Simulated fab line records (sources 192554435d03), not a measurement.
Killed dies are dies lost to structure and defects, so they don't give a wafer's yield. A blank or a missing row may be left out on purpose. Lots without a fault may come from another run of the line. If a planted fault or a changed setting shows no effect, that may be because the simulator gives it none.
fab line records	flow n5-finfet
record lots=6	wafers=18	last-day=16
route steps=1938 shown SD_EPI_N@266 BEOL_M4@1111
lots that met no fault: from a run of the same line without faults
start-h: hours from the record's opening day to when the first of the lot's shown wafers began	wait-h: time in hours since the lot's previous step	" same as the row above	L1.1+2: one row covering several wafers at once	- no value, or no start given	* or withheld: withheld	< > ~ a bound
route shown NAME@n: NAME is a module with steps in the file, n the number in the route of the first one	usual: the fault-free wafers' mean and standard deviation	same: alike in all rows	chamber/n: place in a boat	sites: the reading at each site	_std_site: standard deviation of those values	_edge_site: the outer-site mean with the inner-site mean subtracted	radius-mm: for every site, how far away it sits from the centre of the wafer	mask NAME#n: copy n	behind: the tool/chamber that last shaped the wafer	hold: the reason the lot was held/the length of the hold in hours/how it ended	device: whichever transistor did not switch (one of n, p or np)	end of line: the same wafers' tests at the end of the route	where a step has no rows: the recipe by itself	killed: dies that structure and defects cost at the first sort, which is not the same as the wafer's yield	map: dies across one wafer; x = killed, . = not, _ = none there
set.NAME: the setting as run; set.NAME@STEP: as run at that earlier step	model.NAME: the simulator's own value behind a step, which no gauge read
lots seen at some steps along the route; tables by step, rows by wafer
services: a tool's chamber out of use, with start hour (start-h, from the record's first day; less than 0 if before it), hours out, and reason
## steps
# step N5_SD_EPI_N_SOFTBAKE_04
# recipe temp-c=110	time-s=60	resist=CAR-ArF-block
# step N5_SD_EPI_N_EXPOSE_06
# recipe mask-id=SD_N_BLK	na=1.35	source-shape=conventional	sigma-outer=0.8	polarization=unpolarized	target-cd-nm=120	dose-mj=39.75
# step N5_SD_EPI_N_PEB_07
# recipe peb-temp-c=110	peb-time-s=60	resist=CAR-ArF-block
# step N5_SD_EPI_N_DEVELOP_08
# recipe develop-time-s=30	developer=TMAH	resist=CAR-ArF-block	dev-temp-c=23	rinse-liquid=diw	dry=air-spin
# step N5_SD_EPI_N_CD_MEAS_09
# recipe target-cd-nm=120	landing-energy-ev=500	detector=se-inlens
# usual cd-nm=119.7/1.1
lot.wafer	tool	chamber	start-h	wait-h	cd-nm
L628.2	cd-sem-01	0	53.32	-	121.8
L628.4	"	0	"	"	122.0
L628.6	"	0	"	"	121.1
L632.3	cd-sem-01	0	78.80	-	120.6
L632.4	"	0	"	"	120.8
L632.6	"	0	"	"	119.6
L634.1	cd-sem-03	0	92.72	-	120.7
L634.2	"	0	"	"	120.1
L634.5	"	0	"	"	120.8
L644.1	cd-sem-02	0	152.48	-	119.1
L644.2	"	0	"	"	119.5
L644.4	"	0	"	"	118.9
L646.1	cd-sem-01	0	164.37	-	119.3
L646.3	"	0	"	"	119.2
L646.5	"	0	"	"	118.8
L645.4	cd-sem-01	0	168.45	-	120.2
L645.5	"	0	"	"	120.9
L645.6	"	0	"	"	120.4
# step N5_SD_EPI_N_OVL_MEAS_10
# recipe points-per-wafer=44
# usual SD_N_BLK_OVL=-0.3/0.66
lot.wafer	tool	chamber	start-h	wait-h	SD_N_BLK_OVL[nm]
L628.2	overlay-01	0	53.35	0.0	-0.5
L628.4	"	0	"	"	0.1
L628.6	"	0	"	"	0.2
L632.3	overlay-02	0	78.83	0.0	0.0
L632.4	"	0	"	"	0.7
L632.6	"	0	"	"	0.3
L634.1	overlay-01	0	92.75	0.0	-1.1
L634.2	"	0	"	"	-1.3
L634.5	"	0	"	"	-1.2
L644.1	overlay-02	0	152.51	0.0	-0.3
L644.2	"	0	"	"	-0.1
L644.4	"	0	"	"	-1.3
L646.1	overlay-02	0	164.40	0.0	-1.0
L646.3	"	0	"	"	-0.3
L646.5	"	0	"	"	-1.6
L645.4	overlay-02	0	168.48	0.0	-0.4
L645.5	"	0	"	"	0.4
L645.6	"	0	"	"	0.4
# step N5_SD_EPI_N_INSPECT_11
# recipe mode=adi	inspect-instrument=macro
# usual raw-defect-count=2.0/1.5
lot.wafer	tool	chamber	start-h	wait-h	raw-defect-count
L628.2	defect-inspect-02	-	53.38	0.0	2
L628.4	"	-	"	"	0
L628.6	"	-	"	"	3
L632.3	defect-inspect-01	-	78.86	0.0	3
L632.4	"	-	"	"	4
L632.6	"	-	"	"	3
L634.1	defect-inspect-02	-	92.77	0.0	4
L634.2	"	-	"	"	2
L634.5	"	-	"	"	2
L644.1	defect-inspect-01	-	152.54	0.0	3
L644.2	"	-	"	"	0
L644.4	"	-	"	"	0
L646.1	defect-inspect-02	-	164.42	0.0	1
L646.3	"	-	"	"	3
L646.5	"	-	"	"	3
L645.4	defect-inspect-02	-	168.50	0.0	1
L645.5	"	-	"	"	1
L645.6	"	-	"	"	4
# step N5_SD_EPI_N_DESCUM_14
# recipe chemistry=O2	time-s=7.9	source-power-w=50	bias-power-w=20	pressure-mtorr=20	rf-frequency-hz=2.712e+07	temp-c=40	resist=CAR-ArF-block	o2-flow-sccm=225
# usual drypump-motor-current-A=5.8/0.44	oes-product-au=0.79/0.097	rf-vpp-V=243.5/1.2	showerhead-plenum-p-Torr=2.10/0.068	throttle-valve-pct=20.32/0.17
lot.wafer	tool	chamber	start-h	wait-h	drypump-motor-current-A	oes-product-au	rf-hours-counter-h	rf-vpp-V	showerhead-plenum-p-Torr	throttle-valve-pct
L628.2	rie-diel-04	3	53.41	0.0	6.5	0.75	154	244.7	2.18	20.49
L628.4	"	2	"	"	5.8	0.72	-	242.6	2.06	20.37
L628.6	"	3	"	"	6.5	0.76	-	245.2	2.18	20.49
L632.3	rie-diel-04	3	78.89	0.0	6.5	0.75	164	243.6	2.18	20.51
L632.4	"	1	"	"	5.4	0.99	1	244.0	2.15	20.19
L632.6	"	2	"	"	5.7	0.72	-	244.0	2.05	20.38
L634.1	rie-diel-04	1	92.81	0.0	5.3	0.97	6	244.2	2.14	20.19
L634.2	"	2	"	"	5.7	0.71	212	242.9	2.05	20.39
L634.5	"	0	"	"	5.2	0.68	-	241.2	2.05	20.08
L644.1	rie-diel-02	3	152.68	0.1	5.7	0.95	7	243.9	2.14	20.01
L644.2	"	2	"	"	6.2	0.82	70	245.7	2.21	20.21
L644.4	"	1	"	"	5.2	0.88	45	243.8	2.13	20.24
L646.1	rie-diel-04	1	164.46	0.0	5.3	0.90	31	242.9	2.13	20.24
L646.3	"	2	"	"	5.7	0.70	237	240.8	2.04	20.43
L646.5	"	1	"	"	5.4	0.89	-	244.6	2.14	20.25
L645.4	rie-diel-02	0	168.71	0.2	5.8	0.71	186	243.0	1.99	20.36
L645.5	"	3	"	"	5.7	0.93	-	245.5	2.13	20.01
L645.6	"	0	"	"	5.8	0.72	-	241.1	1.99	20.36
# step N5_SD_EPI_N_ETCH_34
# recipe chemistry=CF4	target=SiARC	target-depth-a=455	mask-material=CAR-ArF-block	time-s=75.8	ion-energy-ev=80	pressure-mtorr=40	source-w=545	bias-w=36	Ar_flow_sccm=100	cf4-flow-sccm=100	ends=cleared
# usual bias-w=36.03/0.11	drypump-motor-current-A=5.8/0.44	etch-rf-on-time-s=75.6/1.2	oes-product-au=0.67/0.083	rf-vpp-V=184.3/1.1	showerhead-plenum-p-Torr=2.15/0.06	throttle-valve-pct=15.54/0.19
lot.wafer	tool	chamber	start-h	wait-h	bias-w	drypump-motor-current-A	etch-rf-on-time-s	oes-product-au	rf-hours-counter-h	rf-vpp-V	showerhead-plenum-p-Torr	throttle-valve-pct
L628.2	rie-diel-04	3	53.44	0.0	36.00	6.5	75.5	0.65	154	185.7	2.22	15.56
L628.4	"	2	"	"	35.82	5.8	73.4	0.63	-	184.4	2.12	15.72
L628.6	"	3	"	"	36.07	6.5	75.4	0.65	-	185.0	2.22	15.57
L632.3	rie-diel-04	3	78.92	0.0	36.13	6.5	74.9	0.64	164	184.0	2.21	15.59
L632.4	"	1	"	"	36.03	5.4	73.3	0.86	1	185.8	2.18	15.28
L632.6	"	2	"	"	35.91	5.8	73.5	0.62	-	183.8	2.12	15.75
L634.1	rie-diel-04	1	92.84	0.0	36.24	5.3	74.3	0.82	6	185.4	2.18	15.31
L634.2	"	2	"	"	35.93	5.7	74.0	0.61	212	183.2	2.12	15.78
L634.5	"	0	"	"	36.07	5.2	75.5	0.58	-	185.7	2.12	15.52
L644.1	rie-diel-02	3	152.72	0.0	36.13	5.7	76.3	0.79	7	184.4	2.19	15.17
L644.2	"	2	"	"	36.09	6.2	75.7	0.71	70	184.0	2.24	15.32
L644.4	"	1	"	"	36.10	5.3	75.6	0.75	45	185.3	2.17	15.44
L646.1	rie-diel-04	1	164.49	0.0	36.04	5.4	74.4	0.77	31	183.6	2.17	15.34
L646.3	"	2	"	"	36.09	5.8	74.0	0.60	237	184.1	2.11	15.81
L646.5	"	1	"	"	35.98	5.4	73.9	0.77	-	184.8	2.17	15.34
L645.4	rie-diel-02	0	168.75	0.0	35.94	5.8	76.1	0.62	186	183.1	2.04	15.59
L645.5	"	3	"	"	35.99	5.7	75.6	0.78	-	184.8	2.19	15.19
L645.6	"	0	"	"	36.02	5.8	76.6	0.62	-	183.0	2.04	15.59
# step N5_SD_EPI_N_ETCH_35
# recipe chemistry=N2/H2	target=SOC	overetch-a=1080	mask-material=SiARC	temp-c=40	ion-energy-ev=100	source-w=3000	bias-w=133	pressure-mtorr=20	time-s=486	n2-flow-sccm=200	h2-flow-sccm=200
# usual bias-w=133.0/0.44	drypump-motor-current-A=5.8/0.45	oes-product-au=0.70/0.085	rf-vpp-V=241.0/1.2	showerhead-plenum-p-Torr=2.56/0.08	throttle-valve-pct=23.68/0.24
lot.wafer	tool	chamber	start-h	wait-h	bias-w	drypump-motor-current-A	oes-product-au	rf-hours-counter-h	rf-vpp-V	showerhead-plenum-p-Torr	throttle-valve-pct
L628.2	rie-diel-04	3	53.50	0.0	133.1	6.5	0.68	154	242.3	2.64	23.85
L628.4	"	2	"	"	132.1	5.8	0.65	-	241.0	2.51	23.68
L628.6	"	3	"	"	132.7	6.5	0.68	-	242.5	2.64	23.86
L632.3	rie-diel-04	3	78.98	0.0	133.4	6.5	0.67	164	242.4	2.63	23.86
L632.4	"	1	"	"	132.4	5.4	0.87	1	240.0	2.61	23.55
L632.6	"	2	"	"	133.2	5.7	0.65	-	240.1	2.50	23.69
L634.1	rie-diel-04	1	92.90	0.0	133.1	5.4	0.85	6	240.9	2.61	23.56
L634.2	"	2	"	"	133.2	5.8	0.64	212	240.2	2.50	23.69
L634.5	"	0	"	"	132.8	5.2	0.61	-	240.3	2.49	23.21
L644.1	rie-diel-02	3	152.78	0.0	132.8	5.7	0.83	7	241.7	2.60	23.56
L644.2	"	2	"	"	133.5	6.2	0.73	70	241.5	2.67	23.43
L644.4	"	1	"	"	132.3	5.2	0.78	45	241.2	2.59	23.67
L646.1	rie-diel-04	1	164.55	0.0	132.9	5.3	0.79	32	242.6	2.60	23.57
L646.3	"	2	"	"	132.7	5.8	0.62	238	241.0	2.49	23.72
L646.5	"	1	"	"	132.9	5.4	0.80	-	241.9	2.60	23.59
L645.4	rie-diel-02	0	168.80	0.0	133.1	5.8	0.66	187	238.8	2.41	23.68
L645.5	"	3	"	"	132.6	5.7	0.82	-	242.4	2.60	23.55
L645.6	"	0	"	"	132.5	5.8	0.66	-	239.7	2.41	23.67
# step N5_SD_EPI_N_STRIP_36
# recipe chemistry=N2/H2	temp-c=40	n2-flow-sccm=200	h2-flow-sccm=200	rf-frequency-hz=6e+07
# step N5_SD_EPI_N_ETCHBACK_44
# recipe chemistry=CH3F/O2	mode=anisotropic-etchback	target=SiNx	target-depth-a=145	stop-on=SiO2	over-etch-frac=0.3	ion-energy-ev=120	pressure-mtorr=30	source-w=395	bias-w=73	Ar_flow_sccm=150	CH3F_flow_sccm=30	O2_flow_sccm=20
# usual bias-w=72.99/0.22	drypump-motor-current-A=5.8/0.44	oes-product-au=0.67/0.081	rf-vpp-V=300/5.6	showerhead-plenum-p-Torr=2.01/0.059	throttle-valve-pct=16.25/0.19
lot.wafer	tool	chamber	start-h	wait-h	bias-w	drypump-motor-current-A	oes-product-au	rf-hours-counter-h	rf-vpp-V	showerhead-plenum-p-Torr	throttle-valve-pct
L628.2	rie-diel-04	3	53.82	0.0	72.72	6.5	0.65	154	301	2.07	16.30
L628.4	"	2	"	"	73.01	5.8	0.61	-	299	1.98	16.43
L628.6	"	3	"	"	73.03	6.5	0.65	-	301	2.07	16.27
L632.3	rie-diel-04	3	79.30	0.0	72.78	6.5	0.64	164	299	2.07	16.30
L632.4	"	1	"	"	72.80	5.4	0.84	1	302	2.05	16.05
L632.6	"	2	"	"	72.97	5.8	0.61	-	299	1.98	16.47
L634.1	rie-diel-04	1	93.22	0.0	73.06	5.4	0.82	6	301	2.04	16.08
L634.2	"	2	"	"	73.11	5.8	0.61	212	299	1.97	16.48
L634.5	"	0	"	"	72.82	5.2	0.58	-	308	1.97	16.14
L644.1	rie-diel-02	3	153.10	0.0	73.14	5.7	0.79	7	309	2.04	15.90
L644.2	"	2	"	"	72.70	6.2	0.71	70	288	2.10	16.03
L644.4	"	1	"	"	72.96	5.2	0.75	45	297	2.03	16.14
L646.1	rie-diel-04	1	164.87	0.0	72.84	5.3	0.76	32	301	2.04	16.09
L646.3	"	2	"	"	73.16	5.8	0.59	238	296	1.97	16.51
L646.5	"	1	"	"	72.90	5.4	0.76	-	301	2.04	16.12
L645.4	rie-diel-02	0	169.13	0.0	72.82	5.8	0.63	187	306	1.91	16.32
L645.5	"	3	"	"	73.05	5.6	0.78	-	307	2.04	15.91
L645.6	"	0	"	"	73.07	5.8	0.63	-	305	1.90	16.32
# step N5_SD_EPI_N_ETCH_45
# recipe chemistry=CH3F/O2	target=SiOCN	target-depth-a=60	mask-material=SOC	ion-energy-ev=60	bias-w=29	pressure-mtorr=15	source-w=410	Ar_flow_sccm=150	CH3F_flow_sccm=30	O2_flow_sccm=20
# usual bias-w=29.01/0.09	drypump-motor-current-A=5.8/0.44	oes-product-au=0.79/0.097	rf-vpp-V=127.6/1	showerhead-plenum-p-Torr=2.00/0.059	throttle-valve-pct=23.20/0.18
lot.wafer	tool	chamber	start-h	wait-h	bias-w	drypump-motor-current-A	oes-product-au	rf-hours-counter-h	rf-vpp-V	showerhead-plenum-p-Torr	throttle-valve-pct	model.etch.depth-nm
L628.2	rie-diel-04	3	53.92	0.1	28.99	6.5	0.75	154	129.4	2.06	23.31	5.984
L628.4	"	2	"	"	29.11	5.8	0.73	-	124.7	1.97	23.37	6.078
L628.6	"	3	"	"	29.02	6.5	0.76	-	127.7	2.06	23.30	5.998
L632.3	rie-diel-04	3	79.40	0.1	29.15	6.5	0.75	164	129.8	2.06	23.30	6.031
L632.4	"	1	"	"	28.91	5.3	0.80	1	128.1	2.04	23.07	4.272
L632.6	"	2	"	"	29.13	5.8	0.73	-	128.4	1.97	23.36	6.187
L634.1	rie-diel-04	1	93.32	0.1	28.85	5.3	0.78	6	128.0	2.04	23.07	4.234
L634.2	"	2	"	"	28.93	5.8	0.72	212	126.4	1.97	23.35	6.163
L634.5	"	0	"	"	28.96	5.2	0.69	-	127.1	1.96	22.97	6.083
L644.1	rie-diel-02	3	153.20	0.1	29.13	5.7	0.93	7	127.6	2.04	22.93	6.027
L644.2	"	2	"	"	28.77	6.2	0.82	70	129.3	2.09	22.98	5.82
L644.4	"	1	"	"	29.01	5.2	0.86	45	126.8	2.02	23.07	5.936
L646.1	rie-diel-04	1	164.97	0.1	29.09	5.4	0.91	32	127.5	2.03	23.11	6.194
L646.3	"	2	"	"	29.15	5.8	0.70	238	126.0	1.96	23.41	6.041
L646.5	"	1	"	"	29.14	5.3	0.90	-	126.7	2.03	23.13	6.131
L645.4	rie-diel-02	0	169.23	0.1	28.85	5.8	0.73	187	125.8	1.90	23.22	5.884
L645.5	"	3	"	"	29.03	5.7	0.91	-	127.3	2.04	22.95	6.021
L645.6	"	0	"	"	28.92	5.8	0.73	-	126.8	1.90	23.21	5.911
# step N5_SD_EPI_N_ETCH_16
# recipe chemistry=CHF3/O2	target=SiO2	target-depth-a=50	mask-material=SOC	pressure-mtorr=30	source-w=650	bias-w=170	Ar_flow_sccm=200	CHF3_flow_sccm=50	O2_flow_sccm=5	ion-energy-ev=200
# usual bias-w=170.0/0.45	drypump-motor-current-A=5.8/0.44	oes-product-au=0.79/0.097	rf-vpp-V=529/10	showerhead-plenum-p-Torr=2.42/0.067	throttle-valve-pct=18.79/0.18
lot.wafer	tool	chamber	start-h	wait-h	bias-w	drypump-motor-current-A	oes-product-au	rf-hours-counter-h	rf-vpp-V	showerhead-plenum-p-Torr	throttle-valve-pct
L628.2	rie-diel-04	3	54.02	0.1	170.2	6.5	0.76	155	526	2.48	18.78
L628.4	"	2	"	"	169.9	5.7	0.73	-	526	2.39	18.98
L628.6	"	3	"	"	170.3	6.5	0.74	-	526	2.48	18.76
L632.3	rie-diel-04	3	79.50	0.1	169.3	6.5	0.75	164	526	2.48	18.79
L632.4	"	1	"	"	169.4	5.4	1.00	1	531	2.46	18.62
L632.6	"	2	"	"	169.9	5.8	0.73	-	526	2.38	19.01
L634.1	rie-diel-04	1	93.42	0.1	170.2	5.4	0.97	6	532	2.46	18.64
L634.2	"	2	"	"	170.1	5.8	0.72	212	527	2.38	18.99
L634.5	"	0	"	"	170.5	5.2	0.69	-	544	2.37	18.68
L644.1	rie-diel-02	3	153.30	0.1	169.8	5.7	0.93	7	543	2.46	18.48
L644.2	"	2	"	"	169.6	6.2	0.81	70	509	2.52	18.60
L644.4	"	1	"	"	170.0	5.3	0.87	45	525	2.44	18.70
L646.1	rie-diel-04	1	165.07	0.1	169.8	5.4	0.91	32	531	2.45	18.66
L646.3	"	2	"	"	169.8	5.7	0.70	238	526	2.37	19.05
L646.5	"	1	"	"	170.4	5.4	0.91	-	532	2.45	18.68
L645.4	rie-diel-02	0	169.33	0.1	170.5	5.8	0.72	187	541	2.30	18.84
L645.5	"	3	"	"	169.7	5.7	0.91	-	543	2.46	18.50
L645.6	"	0	"	"	169.1	5.8	0.73	-	541	2.30	18.87
# step N5_BEOL_M4_RC_MEAS_101
# usual DIBL_N=36.2/1.6	DIBL_P=36.5/1.9	IOFF_N=0.158/0.027	IOFF_P=0.21/0.038	ION_N=675/12	ION_P=464/8.9	SS_N=71.5/0.61	SS_P=73.4/0.59	VT_N=250.4/3	VT_P=-250/3.6
lot.wafer	tool	chamber	start-h	wait-h	DIBL_N[mV/V]	DIBL_P[mV/V]	IOFF_N[nA/um]	IOFF_P[nA/um]	ION_N[uA/um]	ION_P[uA/um]	SS_N[mV/dec]	SS_P[mV/dec]	VT_N[mV]	VT_P[mV]
L628.2	prober-01	0	164.55	0.2	37.2	37.7	0.177	0.24	689	471	72.6	73.8	247.7	-247
L628.4	"	0	"	"	36.0	36.2	0.144	0.21	675	467	70.5	73.4	252.2	-250
L628.6	"	0	"	"	37.2	38.0	0.173	0.25	684	471	72.0	73.7	250.8	-247
L632.3	prober-02	0	193.09	0.3	39.2	39.1	0.198	0.24	683	466	71.0	74.4	244.1	-250
L632.4	"	0	"	"	38.6	38.3	0.179	0.23	682	465	71.5	74.2	249.4	-252
L632.6	"	0	"	"	37.2	36.7	0.147	0.21	673	463	71.1	73.5	250.7	-251
L634.1	prober-01	0	210.70	0.0	32.7	32.6	0.095	0.16	657	465	70.1	73.0	259.3	-250
L634.2	"	0	"	"	35.6	37.2	0.149	0.24	675	471	71.4	73.3	249.2	-245
L634.5	"	0	"	"	32.6	32.3	0.101	0.17	652	455	71.0	72.7	256.5	-252
L646.1	prober-01	0	276.71	0.0	34.3	37.1	0.136	0.19	670	464	72.5	73.1	254.0	-254
L646.3	"	0	"	"	34.1	36.9	0.137	0.19	671	462	71.9	73.8	251.3	-252
L646.5	"	0	"	"	36.8	39.9	0.192	0.25	683	470	72.1	73.9	249.9	-249
L644.1	prober-01	0	279.61	0.0	36.4	37.3	0.157	0.20	678	461	72.5	73.5	250.1	-253
L644.2	"	0	"	"	33.2	34.9	0.121	0.18	669	465	70.8	72.5	253.1	-253
L644.4	"	0	"	"	35.4	35.7	0.145	0.20	665	453	71.5	73.4	251.5	-254
L645.4	prober-01	0	281.71	0.5	37.5	38.3	0.174	0.26	692	475	71.1	74.4	245.8	-245
L645.5	"	0	"	"	37.9	38.2	0.169	0.25	690	481	71.9	73.6	249.3	-247
L645.6	"	0	"	"	35.0	35.0	0.132	0.20	672	461	71.0	72.5	254.3	-248
## services
tool	chamber	start-h	hours	kind
rie-diel-04	1	53.22	-	clean
rie-diel-04	1	53.22	-	consumable-replace:focus-ring
rie-diel-04	1	53.22	22.4	scheduled-down
rie-diel-04	1	53.22	22.4	vent-cycle
rie-diel-02	3	63.35	3.5	repair
rie-diel-02	-	93.56	0.3	repair
rie-diel-02	3	113.81	-	clean
rie-diel-02	3	113.81	-	consumable-replace:focus-ring
rie-diel-04	0	163.15	-	clean
rie-diel-04	0	163.15	-	consumable-replace:focus-ring
rie-diel-04	0	163.15	21.2	scheduled-down
rie-diel-04	0	163.15	21.2	vent-cycle
rie-diel-04	2	165.46	6.9	repair
## key
first-sign none at tools or gauges
model-effect step=N5_SD_EPI_N_ETCH_45	value=etch.depth-nm	without=6.24	struck=4.253
met-at N5_SD_EPI_N_ETCH_45
struck-wafers L632.4,L634.1
fault kind=process-parameter-drift	tool=rie-diel-04	chamber=1	onset-h=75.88	steps=N5_SD_EPI_N_ETCH_45	channel=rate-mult	offset=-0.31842	shape=step	end-h=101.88
